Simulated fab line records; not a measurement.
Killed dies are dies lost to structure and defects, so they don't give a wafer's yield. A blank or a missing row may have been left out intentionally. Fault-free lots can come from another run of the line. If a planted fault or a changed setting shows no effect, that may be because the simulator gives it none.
Chamber matching || flow n5_finfet || N5_BEOL_M3_ETCH_70 on rie_diel-05: 4 sister chambers
The step etches SOC in N2/H2, target depth 80 nm, overetch 16 nm, time 120 s. 4 wafers are shown with their chamber, then 7 later ones without.

## EACH WAFER AND ITS CHAMBER
{"wafer": "L080.6", "chamber": 0, "showerhead_plenum_p_Torr (Torr)": 2.46}
{"wafer": "L086.3", "chamber": 1, "showerhead_plenum_p_Torr (Torr)": 2.55}
{"wafer": "L088.1", "chamber": 2, "showerhead_plenum_p_Torr (Torr)": 2.57}
{"wafer": "L088.3", "chamber": 3, "showerhead_plenum_p_Torr (Torr)": 2.62}

## WAFERS WHOSE CHAMBER IS MISSING
{"wafer": "L088.5", "showerhead_plenum_p_Torr (Torr)": 2.55}
{"wafer": "L089.1", "showerhead_plenum_p_Torr (Torr)": 2.62}
{"wafer": "L089.2", "showerhead_plenum_p_Torr (Torr)": 2.57}
{"wafer": "L089.6", "showerhead_plenum_p_Torr (Torr)": 2.55}
{"wafer": "L091.1", "showerhead_plenum_p_Torr (Torr)": 2.55}
{"wafer": "L091.5", "showerhead_plenum_p_Torr (Torr)": 2.61}
{"wafer": "L091.6", "showerhead_plenum_p_Torr (Torr)": 2.56}

## EACH ONE'S CHAMBER
{"wafer": "L088.5", "from the rows above": 1, "in truth": 1}
{"wafer": "L089.1", "from the rows above": 3, "in truth": 3}
{"wafer": "L089.2", "from the rows above": 2, "in truth": 2}
{"wafer": "L089.6", "from the rows above": 1, "in truth": 1}
{"wafer": "L091.1", "from the rows above": 1, "in truth": 1}
{"wafer": "L091.5", "from the rows above": 3, "in truth": 3}
{"wafer": "L091.6", "from the rows above": "can't be placed: 2 or 1", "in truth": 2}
Correctly placed: 6 of 7. Unplaceable from these rows: 1, with the true chamber sitting among the candidates in 1. 0 placed wrongly.
How it was worked out, from the rows above alone: a wafer's distance from a chamber is the root of the sum, over the readings, of the square of ((its reading less the chamber's mean) divided by the reading's scatter). The wafer belongs to the nearest chamber; if the next one is less than 2 further off, it can't be placed. The mean given for a chamber averages the wafers shown for that chamber. The scatter: with one shown wafer a chamber, the root of the mean of the squares of how far each hidden wafer lies from its nearest shown one.
